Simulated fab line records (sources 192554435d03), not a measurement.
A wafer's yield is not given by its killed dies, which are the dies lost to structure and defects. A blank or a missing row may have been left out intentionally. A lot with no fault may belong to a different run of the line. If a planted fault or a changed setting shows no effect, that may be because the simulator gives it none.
The tool behind it: which one? / flow n5Finfet / 9 lots with 27 wafers sampled at 2 steps, on a route of 1938 steps

== WHAT THE GAUGES READ, wafer by wafer ==
N5_ZERO_LAYER_CD_MEAS_11: the cd target is 2000 nm.
lot=L539; measured=day 2 18:40; on=cdSem-01; cdNm (nm)=2023.3 1999.9 2000.6
lot=L542; measured=day 3 12:47; on=cdSem-01; cdNm (nm)=2020.9 1999.3 1999.5
lot=L551; measured=day 5 18:40; on=cdSem-02; cdNm (nm)=2001.9 1999.7 1999.8
lot=L552; measured=day 6 00:46; on=cdSem-01; cdNm (nm)=1999.2 2001.3 2000.2
lot=L553; measured=day 6 06:49; on=cdSem-01; cdNm (nm)=2002.4 1999.7 2001.2
lot=L554; measured=day 6 12:46; on=cdSem-02; cdNm (nm)=2002.4 2002.6 2002.4
lot=L555; measured=day 6 18:46; on=cdSem-03; cdNm (nm)=2002.8 2001.6 2002.9
lot=L556; measured=day 7 00:47; on=cdSem-03; cdNm (nm)=2000.6 2000.4 1999.9
lot=L557; measured=day 7 06:46; on=cdSem-02; cdNm (nm)=2001.3 2001.2 2001.3

== TOOL THAT RAN EACH LOT (tool first, then ch and the chambers of the sampled wafers, then the start) ==
lot=L539; N5_ZERO_LAYER_EXPOSE_08=krfScanner-02 ch 0, day 2 18:29
lot=L542; N5_ZERO_LAYER_EXPOSE_08=krfScanner-02 ch 0, day 3 12:37
lot=L551; N5_ZERO_LAYER_EXPOSE_08=krfScanner-02 ch 0, day 5 18:30
lot=L552; N5_ZERO_LAYER_EXPOSE_08=krfScanner-01 ch 0, day 6 00:35
lot=L553; N5_ZERO_LAYER_EXPOSE_08=krfScanner-02 ch 0, day 6 06:38
lot=L554; N5_ZERO_LAYER_EXPOSE_08=krfScanner-01 ch 0, day 6 12:36
lot=L555; N5_ZERO_LAYER_EXPOSE_08=krfScanner-02 ch 0, day 6 18:35
lot=L556; N5_ZERO_LAYER_EXPOSE_08=krfScanner-01 ch 0, day 7 00:37
lot=L557; N5_ZERO_LAYER_EXPOSE_08=krfScanner-02 ch 0, day 7 06:35
- N5_ZERO_LAYER_EXPOSE_08: exposes mask ZERO, defocus 0 nm, target cd 2000 nm.

== THE ANSWER, worked out from the rows above alone ==
Rule: the lots themselves supply what counts as usual. Put in order of their means at a reading, lots are off if they are a third of the lots or fewer, leave a main group of 4 or more, and stand apart from it by a gap of 3 or more times the standard deviation of the main group's means; of several such gaps the widest counts. A main group is skipped when, at the precision printed for the reading in the tables above, its means are all equal. Also off: a lot with no number at a reading for which 4 or more lots have one. Any other lot the step has rows for is counted as sound.
Off at N5_ZERO_LAYER_CD_MEAS_11 (cdNm): L539, L542. The main group: mean 2001.2 nm, standard deviation 0.88.
If a tool, at a process step before that reading, ran all the lots that are off and no sound lot after the first of them, it fits. Gauges at N5_ZERO_LAYER_CD_MEAS_11: tried the same way as those tools. None of those tried fits.

== WHAT THE SIMULATOR PUT IN ==
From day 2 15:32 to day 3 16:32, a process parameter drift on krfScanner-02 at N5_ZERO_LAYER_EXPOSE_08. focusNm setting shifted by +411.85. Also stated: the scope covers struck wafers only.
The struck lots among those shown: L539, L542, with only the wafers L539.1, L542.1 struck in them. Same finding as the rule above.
